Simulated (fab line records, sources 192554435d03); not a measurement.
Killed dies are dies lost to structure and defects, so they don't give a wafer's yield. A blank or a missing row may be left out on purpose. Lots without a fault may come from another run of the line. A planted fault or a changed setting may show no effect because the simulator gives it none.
fab line records | flow n5_finfet
record lots=7 wafers=39
route steps=1938 shown ZERO_LAYER@4 DUMMY_GATE@215 SD_EPI_N@279 HKMG_FIN@448 BEOL_M3@993 BEOL_M5@1112 BEOL_M9@1401
start_h: hours from the record's first day to the start of the lot's first wafer shown | wait_h: hours since the lot's step before | " the same as in the row above | L1.1+2: a row that stands for several wafers | - no value, or no start given | * or withheld: withheld | < > ~ a bound
route shown NAME@n: a module of which the file shows steps, and the number in the route of the first | usual: mean/standard deviation of fault-free wafers | same: alike in all rows | chamber/n: place in a boat | sites: the reading at each site | _std_site: their standard deviation | _edge_site: outer sites' mean less inner sites' | radius_mm: how far each site lies from the wafer's centre | mask NAME#n: copy n | behind: the tool/chamber that last shaped the wafer | hold: why the lot was held/for how many hours/how that ended | device: the transistor (n, p or np) that didn't switch | end of line: the same wafers' tests at the end of the route | a step without rows: its recipe alone | killed: dies lost to structure and defects at the first sort, not the wafer's yield | map: a wafer's dies, x killed, . not, _ none there
set.NAME: the setting as run; set.NAME@STEP: as run at that earlier step | model.NAME: the simulator's own value behind a step, which no gauge read
lots whose settings were changed on purpose; a table a step, a row a wafer
## steps
# step N5_ZERO_LAYER_PECVD_02
# recipe material=SiO2 target_thk_a=100 temp_c=400 precursor=SiH4/N2O pressure_torr=0.75 rf_w=275 time_s=6
# columns lot.wafer tool chamber start_h wait_h set.time_s model.SiO2_of_ZERO_LAYER_PECVD_02.thk_nm
L075.1 pecvd-03 1 18.28 0.0 5.086 8.327
L075.2 " 2 " " 6 9.951
L075.3 " 0 " " 6 10.23
L075.4 " 0 " " 6 10.44
L075.5 " 2 " " 5.086 8.443
L075.6 " 1 " " 5.086 8.741
L078.1 pecvd-03 2 36.28 0.0 6 9.804
L078.2 " 1 " " 3.304 5.504
L078.3 " 0 " " 3.304 5.663
L078.4 " 0 " " 3.304 5.779
L078.5 " 2 " " 6 10.09
L078.6 " 1 " " 6 10.15
L081.1 pecvd-03 2 54.28 0.0 6 9.715
L081.2 " 1 " " 6 9.918
L081.3 " 0 " " 6 10.11
L081.4 " 1 " " 6 9.864
L081.5 " 2 " " 6 9.852
L081.6 " 0 " " 6 10.16
L089.1 pecvd-01 1 102.28 0.0 3.019 5.05
L089.2 " 2 " " 3.019 4.822
L089.3 " 1 " " 3.019 5.087
L089.4 " 2 " " 6 9.945
L089.5+6 " 1,2 " " 6 10.16
L092.3 pecvd-01 1 120.30 0.0 6 10.09
L092.4 " 1 " " 6 10.14
L092.5 " 2 " " 6 10.03
L093.1 pecvd-03 0 126.28 0.0 3.624 6.102
L093.2 " 2 " " 6 9.977
L093.3 " 1 " " 3.624 6.09
L093.4 " 0 " " 6 10.1
L093.5 " 1 " " 6 9.986
L093.6 " 2 " " 3.624 6.048
L095.1 pecvd-03 0 138.47 0.0 7.126 12.2
L095.2 " 2 " " 6 10.09
L095.3 " 1 " " 7.126 11.89
L095.4 " 2 " " 6 10.14
L095.5 " 0 " " 7.126 12.46
L095.6 " 1 " " 6 10.25
# step N5_DUMMY_GATE_CVD_03
# recipe material=a-Si target_thk_a=1500 temp_c=530 precursor=SiH4 time_s=8042
# columns lot.wafer tool chamber start_h wait_h set.target_thk_a model.a-Si_of_DUMMY_GATE_CVD_03.thk_nm
L075.1 - - - 0.1 1500 150.4
L075.2+3 " - " " 1500 149.4
L075.4 " - " " 1500 149.6
L075.5 " - " " 1500 147.6
L075.6 " - " " 1500 148.8
L078.1 - - - 0.1 1500 152.8
L078.2+5 " - " " 1500 152
L078.3 " - " " 1500 151.4
L078.4 " - " " 1500 152.4
L078.6 " - " " 1500 152.6
L081.1 - - - 0.1 2323 233
L081.2 " - " " 2323 230.2
L081.3 " - " " 2323 230
L081.4+5+6 " - " " 2323 231.2
L089.1 - - - 0.1 1873 185.2
L089.2 " - " " 1873 184.8
L089.3 " - " " 1873 184
L089.4 " - " " 1873 183.4
L089.5 " - " " 1873 184.4
L089.6 " - " " 1873 185
L092.3 lpcvd-02 0/100 146.40 0.1 1500 149.4
L092.4+5 " 0/104,0/109 " " 1500 150.2
L093.1 - - - 0.1 678.4 66.8
L093.2 " - " " 678.4 66.6
L093.3 " - " " 678.4 67.6
L093.4 " - " " 678.4 67.4
L093.5 " - " " 678.4 67
L093.6 " - " " 678.4 67.2
L095.1 - - - 0.1 1958 197.2
L095.2 " - " " 1958 196
L095.3 " - " " 1958 196.2
L095.4+5 " - " " 1958 196.8
L095.6 " - " " 1958 196.4
# step N5_SD_EPI_N_ETCH_16
# recipe chemistry=CHF3/O2 target=SiO2 target_depth_a=50 mask_material=SOC pressure_mtorr=30 source_w=650 bias_w=170 Ar_flow_sccm=200 CHF3_flow_sccm=50 O2_flow_sccm=5 ion_energy_ev=200
# columns lot.wafer tool chamber start_h wait_h set.target_depth_a model.etch.depth_nm
L075.1 rie_diel-03 1 53.77 0.1 50 5.087
L075.2 " 2 " " 50 4.973
L075.3+6 " 0,2 " " 50 4.971
L075.4 " 0 " " 50 4.989
L075.5 " 1 " " 50 5.159
L078.1 rie_diel-04 2 74.48 0.1 50 4.948
L078.2 " 1 " " 50 5.04
L078.3 " 3 " " 50 5.013
L078.4 " 0 " " 50 4.829
L078.5 " 2 " " 50 4.91
L078.6 " 3 " " 50 5.004
L081.1 rie_diel-04 2 92.69 0.1 50 4.946
L081.2 " 3 " " 21.97 2.189
L081.3 " 1 " " 21.97 2.23
L081.4 " 0 " " 50 4.85
L081.5 " 2 " " 50 4.903
L081.6 " 1 " " 21.97 2.227
L089.1 rie_diel-04 1 140.33 0.1 50 5.061
L089.2 " 3 " " 50 5.025
L089.3 " 2 " " 69.71 6.927
L089.4 " 3 " " 69.71 7.005
L089.5 " 1 " " 50 5.052
L089.6 " 2 " " 69.71 6.967
L092.3 rie_diel-03 3 160.05 0.1 50 5.097
L092.4 " 0 " " 50 4.954
L092.5 " 3 " " 50 5.131
L093.1 rie_diel-04 2 165.85 0.1 25.68 2.508
L093.2 " 1 " " 25.68 2.569
L093.3 " 3 " " 50 4.917
L093.4 " 3 " " 50 4.957
L093.5 " 1 " " 50 4.955
L093.6 " 2 " " 25.68 2.51
L095.1 rie_diel-04 2 177.43 0.1 75.84 7.546
L095.2 " 1 " " 50 4.997
L095.3 " 3 " " 75.84 7.59
L095.4 " 3 " " 50 5.01
L095.5 " 2 " " 50 4.936
L095.6 " 1 " " 75.84 7.569
# step N5_HKMG_FIN_NWFM_ALD_20
# recipe material=TiAlC target_thk_a=20 temp_c=300 ald_precursor_family=TiCl4 ald_co_reactant=TEA pulse_time_s=3 purge_time_s=2 co_reactant_purge_time_s=2 co_reactant_pulse_time_s=10 ald_cycles=7 pressure_torr=3
# columns lot.wafer tool chamber start_h wait_h set.ald_cycles model.TiAlC_of_HKMG_FIN_NWFM_ALD_20.thk_nm
L075.1+4+5 ald_metal-04 0,2,3 80.79 0.3 10 2.8
L075.2+3+6 " 3,1,0 " " 7 2
L078.1+3+5 ald_metal-01 3,1,0 104.02 0.3 9 2.6
L078.2+4+6 " 0,2,1 " " 7 2
L081.1+2+5 ald_metal-01 3,1,1 124.11 0.3 7 2
L081.3+4+6 " 0,2,2 " " 8 2.2
L089.1+3+6 ald_metal-03 2,1,1 168.10 0.3 7 2
L089.2+4+5 " 0,2,0 " " 4 1.2
L092.3+4+5 ald_metal-03 2,0,1 187.80 0.1 7 2
L093.1+2+5 ald_metal-01 1,2,2 194.32 0.3 7 2
L093.3+4+6 " 3,3,1 " " 8 2.2
L095.1+2+4 ald_metal-03 0,2,0 206.91 0.3 7 2
L095.3+5+6 " 2,2,0 " " 9 2.6
# step N5_BEOL_M3_CVD_47
# recipe material=Co target_thk_a=30 temp_c=withheld precursor=CCTBA/H2 pressure_torr=30 time_s=223.8
# columns lot.wafer tool chamber start_h wait_h set.target_thk_a model.Co_of_BEOL_M3_CVD_47.thk_nm
L075.1+2+4 cvd_co-01 2,1,2 158.71 0.3 30 3
L075.3+5+6 " 1,1,2 " " 47.89 4.8
L078.1+3+6 cvd_co-02 1,2,0 165.13 0.1 37.63 3.6
L078.2+4 " 0,2 " " 30 3
L078.5 " 1 " " 30 2.8
L081.1+4+6 cvd_co-01 1,2,1 195.60 0.0 30 3
L081.2 " 2 " " 30 2.8
L081.3+5 " 0 " " 30 3.2
L089.1+2+5+6 cvd_co-02 1,0,0,2 232.61 0.1 30 3
L089.3+4 " 2,1 " " 30 2.8
L092.3+4+5 cvd_co-01 1,1,2 267.44 0.0 30 2.8
L093.1 cvd_co-02 0 276.35 0.1 42.96 4.4
L093.2+3 " 1,2 " " 42.96 4.2
L093.4+6 " 2,1 " " 30 2.8
L093.5 " 0 " " 30 3
L095.1 cvd_co-02 0 296.46 0.1 15.85 1.6
L095.2 " 2 " " 30 2.8
L095.3 " 1 " " 30 3
L095.4+6 " 1,2 " " 15.85 1.4
L095.5 " 0 " " 30 3.2
# step N5_BEOL_M5_ILD_DEP_00
# recipe material=SiCOH_lowk target_thk_a=1406.4 temp_c=300 precursor=DEMS/porogen pressure_torr=5 rf_w=500 time_s=25.9
# columns lot.wafer tool chamber start_h wait_h set.target_thk_a model.SiCOH_lowk_of_BEOL_M5_ILD_DEP_00.thk_nm
L075.1 pecvd-02 1 172.01 0.8 1406.4 138.2
L075.2+6 " 0,2 " " 1406.4 139
L075.3 " 2 " " 1406.4 140
L075.4 " 1 " " 1406.4 141.8
L075.5 " 0 " " 1406.4 140.4
L078.1 pecvd-03 1 189.97 0.8 1406.4 141.2
L078.2 " 0 " " 1406.4 140.6
L078.3+4 " 2,1 " " 1406.4 142.4
L078.5 " 2 " " 1406.4 143.8
L078.6 " 0 " " 1406.4 143.4
L081.1 pecvd-03 0 207.54 0.8 747.9 72.6
L081.2 " 1 " " 747.9 72.8
L081.3 " 0 " " 1406.4 139.8
L081.4 " 1 " " 1406.4 139.6
L081.5 " 0 " " 1406.4 140.4
L081.6 " 1 " " 747.9 74.6
L089.1 pecvd-02 2 248.83 0.8 1406.4 139.6
L089.2 " 1 " " 1618 159.4
L089.3 " 0 " " 1618 159.8
L089.4 " 0 " " 1406.4 139.8
L089.5 " 1 " " 1618 164.8
L089.6 " 2 " " 1406.4 141.4
L092.3 pecvd-04 1 283.15 0.5 1406.4 137.8
L092.4 " 2 " " 1406.4 142
L092.5 " 0 " " 1406.4 143.8
L093.1 pecvd-03 2 297.80 0.8 1406.4 139.6
L093.2+5 " 1,2 " " 1406.4 141.4
L093.3 " 0 " " 1406.4 142.2
L093.4 " 0 " " 1406.4 143.6
L093.6 " 1 " " 1406.4 142.4
L095.1 pecvd-04 2 312.61 0.8 1406.4 139.8
L095.2 " 1 " " 2187 218
L095.3 " 0 " " 1406.4 142.2
L095.4 " 1 " " 1406.4 142.4
L095.5 " 2 " " 2187 222
L095.6 " 0 " " 2187 223.2
# step N5_BEOL_M5_CURE_79
# recipe temp_c=385 time_s=240 ambient=He/Ar material=SiCOH_lowk
# columns lot.wafer tool chamber start_h wait_h set.target_thk_a@BEOL_M5_ILD_DEP_00 model.SiCOH_lowk_of_BEOL_M5_ILD_DEP_00.thk_nm
L075.1 uv_cure-01 1 172.07 0.0 1406.4 119
L075.2+6 " 1 " " 1406.4 119.6
L075.3 " 1 " " 1406.4 120.6
L075.4 " 1 " " 1406.4 122
L075.5 " 1 " " 1406.4 120.8
L078.1 uv_cure-01 1 190.03 0.0 1406.4 121.4
L078.2 " 1 " " 1406.4 121
L078.3+4 " 1 " " 1406.4 122.6
L078.5 " 1 " " 1406.4 123.6
L078.6 " 1 " " 1406.4 123.4
L081.1 uv_cure-01 0 207.62 0.1 747.9 62.2
L081.2 " 0 " " 747.9 62.4
L081.3+4 " 0 " " 1406.4 120.2
L081.5 " 0 " " 1406.4 120.8
L081.6 " 0 " " 747.9 63.8
L089.1 uv_cure-02 1 248.89 0.0 1406.4 120
L089.2 " 1 " " 1618 137.2
L089.3 " 1 " " 1618 137.6
L089.4 " 1 " " 1406.4 120.4
L089.5 " 1 " " 1618 142
L089.6 " 1 " " 1406.4 121.8
L092.3 uv_cure-03 2 283.37 0.2 1406.4 118.6
L092.4 " 2 " " 1406.4 122.2
L092.5 " 2 " " 1406.4 123.8
L093.1 uv_cure-01 2 297.86 0.0 1406.4 120
L093.2 " 2 " " 1406.4 121.6
L093.3 " 2 " " 1406.4 122.2
L093.4 " 2 " " 1406.4 123.4
L093.5 " 2 " " 1406.4 121.8
L093.6 " 2 " " 1406.4 122.6
L095.1 uv_cure-01 2 312.67 0.0 1406.4 120.2
L095.2 " 2 " " 2187 188.4
L095.3 " 2 " " 1406.4 122.4
L095.4 " 2 " " 1406.4 122.6
L095.5 " 2 " " 2187 191.8
L095.6 " 2 " " 2187 193
# step N5_BEOL_M5_THK_MEAS_01
# recipe reads=SiCOH_lowk_of_BEOL_M5_ILD_DEP_00
# usual M5_ILD_THK=121.0/1.5
# columns lot.wafer tool chamber start_h wait_h set.target_thk_a@BEOL_M5_ILD_DEP_00 M5_ILD_THK[nm]
L075.1 film_metro-02 - 172.58 0.4 1406.4 118.9
L075.2 " - " " 1406.4 119.6
L075.3 " - " " 1406.4 120.6
L075.4 " - " " 1406.4 122.0
L075.5 " - " " 1406.4 120.7
L075.6 " - " " 1406.4 119.7
L078.1 film_metro-02 - 190.55 0.4 1406.4 121.4
L078.2 " - " " 1406.4 121.2
L078.3 " - " " 1406.4 122.6
L078.4 " - " " 1406.4 122.7
L078.5 " - " " 1406.4 123.7
L078.6 " - " " 1406.4 123.5
L081.1 film_metro-02 - 208.13 0.4 747.9 62.1
L081.2 " - " " 747.9 62.4
L081.3 " - " " 1406.4 120.4
L081.4 " - " " 1406.4 120.2
L081.5 " - " " 1406.4 120.8
L081.6 " - " " 747.9 63.8
L089.1 film_metro-01 - 249.40 0.4 1406.4 120.1
L089.2 " - " " 1618 137.2
L089.3 " - " " 1618 137.6
L089.4 " - " " 1406.4 120.3
L089.5 " - " " 1618 142.0
L089.6 " - " " 1406.4 121.7
L092.3 film_metro-01 - 283.74 0.3 1406.4 118.7
L092.4 " - " " 1406.4 122.2
L092.5 " - " " 1406.4 123.8
L093.1 film_metro-01 - 298.37 0.4 1406.4 120.1
L093.2 " - " " 1406.4 121.7
L093.3 " - " " 1406.4 122.2
L093.4 " - " " 1406.4 123.4
L093.5 " - " " 1406.4 121.7
L093.6 " - " " 1406.4 122.5
L095.1 film_metro-01 - 313.18 0.4 1406.4 120.3
L095.2 " - " " 2187 188.4
L095.3 " - " " 1406.4 122.5
L095.4 " - " " 1406.4 122.6
L095.5 " - " " 2187 191.9
L095.6 " - " " 2187 193.0
# step N5_BEOL_M9_ILD_DEP_00
# recipe material=SiCOH_lowk target_thk_a=3085.1 temp_c=300 precursor=DEMS/porogen pressure_torr=5 rf_w=500 time_s=58
# columns lot.wafer tool chamber start_h wait_h set.time_s model.SiCOH_lowk_of_BEOL_M9_ILD_DEP_00.thk_nm
L075.1 pecvd-02 2 208.05 0.0 58 309.2
L075.2 " 0 " " 58 312.8
L075.3 " 1 " " 58 308.4
L075.4 " 0 " " 58 318.8
L075.5 " 1 " " 58 310.6
L075.6 " 2 " " 58 315.6
L078.1 pecvd-02 2 223.53 0.0 58 310.4
L078.2 " 0 " " 58 312.6
L078.3 " 1 " " 58 309.6
L078.4 " 0 " " 58 320.2
L078.5 " 2 " " 58 314.6
L078.6 " 1 " " 58 317
L081.1 pecvd-03 0 246.92 0.0 75.39 396.4
L081.2 " 2 " " 58 309.4
L081.3 " 1 " " 75.39 395.4
L081.4 " 2 " " 58 318.2
L081.5 " 1 " " 75.39 401
L081.6 " 0 " " 58 311.6
L089.1 pecvd-04 2 289.50 0.0 58 311.4
L089.2 " 1 " " 58 308.6
L089.3 " 0 " " 58 312.6
L089.4 " 0 " " 58 310.6
L089.5 " 2 " " 58 316.8
L089.6 " 1 " " 58 313
L092.3 pecvd-03 1 320.64 0.0 58 306.2
L092.4 " 0 " " 58 314.4
L092.5 " 2 " " 58 315.6
L093.1 pecvd-02 0 338.57 0.0 45.63 245
L093.2 " 2 " " 45.63 243.6
L093.3 " 1 " " 58 304.4
L093.4 " 1 " " 45.63 246.4
L093.5 " 2 " " 58 312.2
L093.6 " 0 " " 58 314.6
L095.1 pecvd-04 1 348.18 0.0 58 300.2
L095.2 " 0 " " 58 304.2
L095.3 " 2 " " 58 307.6
L095.4 " 0 " " 45.91 243.4
L095.5 " 2 " " 45.91 248.2
L095.6 " 1 " " 45.91 242
# step N5_BEOL_M9_CURE_71
# recipe temp_c=385 time_s=240 ambient=He/Ar material=SiCOH_lowk
# columns lot.wafer tool chamber start_h wait_h set.time_s@BEOL_M9_ILD_DEP_00 model.SiCOH_lowk_of_BEOL_M9_ILD_DEP_00.thk_nm
L075.1 uv_cure-01 0 208.12 0.0 58 268.6
L075.2 " 0 " " 58 271.8
L075.3 " 0 " " 58 267.8
L075.4 " 0 " " 58 277
L075.5 " 0 " " 58 269.8
L075.6 " 0 " " 58 274.2
L078.1 uv_cure-01 1 223.61 0.0 58 269.8
L078.2 " 1 " " 58 271.6
L078.3 " 1 " " 58 269
L078.4 " 1 " " 58 278.2
L078.5 " 1 " " 58 273.4
L078.6 " 1 " " 58 275.6
L081.1 uv_cure-03 0 247.00 0.0 75.39 346
L081.2 " 0 " " 58 268.8
L081.3 " 0 " " 75.39 345.2
L081.4 " 0 " " 58 276.6
L081.5 " 0 " " 75.39 350.2
L081.6 " 0 " " 58 270.6
L089.1 uv_cure-02 1 289.58 0.0 58 270.6
L089.2 " 1 " " 58 268.2
L089.3 " 1 " " 58 271.6
L089.4 " 1 " " 58 269.8
L089.5 " 1 " " 58 275.4
L089.6 " 1 " " 58 272
L092.3 uv_cure-02 1 320.88 0.2 58 266
L092.4 " 1 " " 58 273.2
L092.5 " 1 " " 58 274.4
L093.1 uv_cure-01 1 338.65 0.0 45.63 212.2
L093.2 " 1 " " 45.63 210.8
L093.3 " 1 " " 58 264.4
L093.4 " 1 " " 45.63 213.2
L093.5 " 1 " " 58 271.2
L093.6 " 1 " " 58 273.4
L095.1 uv_cure-03 1 348.26 0.1 58 260.6
L095.2 " 1 " " 58 264.2
L095.3 " 1 " " 58 267.2
L095.4 " 1 " " 45.91 210.6
L095.5 " 1 " " 45.91 215
L095.6 " 1 " " 45.91 209.4
# step N5_BEOL_M9_THK_MEAS_01
# recipe reads=SiCOH_lowk_of_BEOL_M9_ILD_DEP_00
# usual M9_ILD_THK=269/3.6
# columns lot.wafer tool chamber start_h wait_h set.time_s@BEOL_M9_ILD_DEP_00 M9_ILD_THK[nm]
L075.1 film_metro-01 - 208.64 0.4 58 269
L075.2 " - " " 58 272
L075.3 " - " " 58 268
L075.4 " - " " 58 277
L075.5 " - " " 58 270
L075.6 " - " " 58 274
L078.1 film_metro-02 - 224.12 0.4 58 270
L078.2 " - " " 58 272
L078.3 " - " " 58 269
L078.4 " - " " 58 278
L078.5 " - " " 58 273
L078.6 " - " " 58 276
L081.1 film_metro-01 - 247.51 0.4 75.39 346
L081.2 " - " " 58 269
L081.3 " - " " 75.39 345
L081.4 " - " " 58 277
L081.5 " - " " 75.39 351
L081.6 " - " " 58 271
L089.1 film_metro-01 - 290.09 0.4 58 270
L089.2 " - " " 58 268
L089.3 " - " " 58 272
L089.4 " - " " 58 269
L089.5 " - " " 58 275
L089.6 " - " " 58 272
L092.3 film_metro-02 - 321.24 0.3 58 266
L092.4 " - " " 58 273
L092.5 " - " " 58 274
L093.1 film_metro-01 - 339.16 0.4 45.63 212
L093.2 " - " " 45.63 211
L093.3 " - " " 58 264
L093.4 " - " " 45.63 213
L093.5 " - " " 58 271
L093.6 " - " " 58 273
L095.1 film_metro-02 - 348.77 0.4 58 261
L095.2 " - " " 58 264
L095.3 " - " " 58 267
L095.4 " - " " 45.91 211
L095.5 " - " " 45.91 215
L095.6 " - " " 45.91 209
## key
split step=N5_ZERO_LAYER_PECVD_02 setting=time_s stated=6 by=wafer
response step=N5_ZERO_LAYER_PECVD_02 reading=model.SiO2_of_ZERO_LAYER_PECVD_02.thk_nm change=+0.101 per=1% r=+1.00
split step=N5_DUMMY_GATE_CVD_03 setting=target_thk_a stated=1500 by=lot
response step=N5_DUMMY_GATE_CVD_03 reading=model.a-Si_of_DUMMY_GATE_CVD_03.thk_nm change=+1.49 per=1% r=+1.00
split step=N5_SD_EPI_N_ETCH_16 setting=target_depth_a stated=50 by=wafer
response step=N5_SD_EPI_N_ETCH_16 reading=model.etch.depth_nm change=+0.049 per=1% r=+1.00
split step=N5_HKMG_FIN_NWFM_ALD_20 setting=ald_cycles stated=7 by=wafer
response step=N5_HKMG_FIN_NWFM_ALD_20 reading=model.TiAlC_of_HKMG_FIN_NWFM_ALD_20.thk_nm change=+0.019 per=1% r=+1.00
split step=N5_BEOL_M3_CVD_47 setting=target_thk_a stated=30 by=wafer
response step=N5_BEOL_M3_CVD_47 reading=model.Co_of_BEOL_M3_CVD_47.thk_nm change=+0.031 per=1% r=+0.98
split step=N5_BEOL_M5_ILD_DEP_00 setting=target_thk_a stated=1406.4 by=wafer
response step=N5_BEOL_M5_ILD_DEP_00 reading=model.SiCOH_lowk_of_BEOL_M5_ILD_DEP_00.thk_nm change=+1.43 per=1% r=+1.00
response step=N5_BEOL_M5_CURE_79 reading=model.SiCOH_lowk_of_BEOL_M5_ILD_DEP_00.thk_nm change=+1.24 per=1% r=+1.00
response step=N5_BEOL_M5_THK_MEAS_01 reading=M5_ILD_THK change=+1.24 per=1% r=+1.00
split step=N5_BEOL_M9_ILD_DEP_00 setting=time_s stated=58 by=wafer
response step=N5_BEOL_M9_ILD_DEP_00 reading=model.SiCOH_lowk_of_BEOL_M9_ILD_DEP_00.thk_nm change=+2.89 per=1% r=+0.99
response step=N5_BEOL_M9_CURE_71 reading=model.SiCOH_lowk_of_BEOL_M9_ILD_DEP_00.thk_nm change=+2.56 per=1% r=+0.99
response step=N5_BEOL_M9_THK_MEAS_01 reading=M9_ILD_THK change=+2.56 per=1% r=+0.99
